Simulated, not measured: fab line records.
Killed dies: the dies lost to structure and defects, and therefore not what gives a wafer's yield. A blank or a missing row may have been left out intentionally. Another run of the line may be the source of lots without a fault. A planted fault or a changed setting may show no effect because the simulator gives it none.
Split-lot experiment | flow n5 finfet | on a route of 1938 steps: 7 lots, 21 wafers read

THE SPLIT
At N5_BEOL_M13_SPUTTER_44 (material Ta, target thk 10 nm, time 16.13 s), the setting power w was moved away from the recipe's 15000 W on 8 of the 21 wafers read, by -11.4% to +13.8%. This setting was run at the recipe's value on the other wafers.

The reading is taken at the split's own step.

THE READING
Ta_of_BEOL_M13_SPUTTER_44.thk nm (the simulator's own value, which no gauge read), in nm, at N5_BEOL_M13_SPUTTER_44 (material Ta, target thk 10 nm, time 16.13 s). The file gives no usual value for it. Across the 13 wafers here that went through the recipe, the average is 10.0 nm and the standard deviation 0.11 nm.

wafer  | tool, chamber at the split | power w as run, W | against the recipe | Ta_of_BEOL_M13_SPUTTER_44.thk nm, nm | against lot-mates on the recipe
L074.1 | pvd sputter-01, -          | 15000             | recipe             | 9.8                                  | -
L074.2 | pvd sputter-01, -          | 15000             | recipe             | 10                                   | -
L074.5 | pvd sputter-01, -          | 15000             | recipe             | 10                                   | -
L076.1 | pvd sputter-03, -          | 17070             | +13.8%             | 11.2                                 | +1.4
L076.4 | pvd sputter-03, -          | 17070             | +13.8%             | 11.2                                 | +1.4
L076.5 | pvd sputter-03, -          | 15000             | recipe             | 9.8                                  | -
L079.2 | pvd sputter-01, -          | 15000             | recipe             | 10                                   | -
L079.3 | pvd sputter-01, -          | 15000             | recipe             | 10                                   | -
L079.5 | pvd sputter-01, -          | 13310             | -11.3%             | 8.8                                  | -1.2
L086.2 | pvd sputter-02, -          | 16460             | +9.7%              | 11                                   | +1.1
L086.3 | pvd sputter-02, -          | 15000             | recipe             | 10                                   | -
L086.5 | pvd sputter-02, -          | 15000             | recipe             | 9.8                                  | -
L087.1 | pvd sputter-02, -          | 15000             | recipe             | 10                                   | -
L087.2 | pvd sputter-02, -          | 15770             | +5.1%              | 10.2                                 | +0.2
L087.6 | pvd sputter-02, -          | 15770             | +5.1%              | 10.4                                 | +0.4
L090.3 | pvd sputter-01, -          | 15000             | recipe             | 10                                   | -
L090.5 | pvd sputter-01, -          | 15000             | recipe             | 10                                   | -
L090.6 | pvd sputter-01, -          | 15000             | recipe             | 10                                   | -
L094.1 | pvd sputter-03, -          | 13290             | -11.4%             | 9                                    | -1.2
L094.3 | pvd sputter-03, -          | 13290             | -11.4%             | 9                                    | -1.2
L094.6 | pvd sputter-03, -          | 15000             | recipe             | 10.2                                 | -

FIT RESULTS
A straight line over all 21 wafers: Ta_of_BEOL_M13_SPUTTER_44.thk nm changes by +0.0905 nm for each +1% of power w; r = +0.98; the points scatter about the line by 0.12 nm.
The same after taking each lot's own level away (the mean of its wafers on the recipe; 21 wafers): +0.102 nm for each +1%; r = +0.99; scatter 0.095 nm.
Per that fit: largest power w move, reading shift of 1.4 nm.
From 9.80 to 10.20 nm: that is the span of the lots' own levels, equal to 3.8 times the standard deviation above.
So the lot-to-lot level changes the slope: the two fits differ.
Check: with one of the wafers moved furthest among these (+13.8%) left out of the fit, the line predicts +1.39 nm for it against its lot-mates. Against them it came out at +1.4 nm.

FURTHER SPLITS ON THESE WAFERS
Note: prior to the reading, these wafers also went through further splits. Each is held against what the fit with the lots' levels taken away leaves over:
other split on the same wafers    | wafers away from the commonest value | r with Ta_of_BEOL_M13_SPUTTER_44.thk nm (lot level and that fit taken away)
N5_BEOL_M11_COAT_59 spin rpm      | 3                                    | -0.84
N5_BEOL_M11_TRENCH_ETCH_37 bias w | 5                                    | -0.05
N5_BEOL_M12_DEP_53 time s         | 6                                    | +0.42
N5_BEOL_M13_COAT_58 spin rpm      | 8                                    | +0.03
N5_BEOL_M13_TRENCH_ETCH_34 time s | 9                                    | +0.13

FILE'S OWN FIT
Ta_of_BEOL_M13_SPUTTER_44.thk nm changes by +0.103 nm for each +1% of power w, r = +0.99.
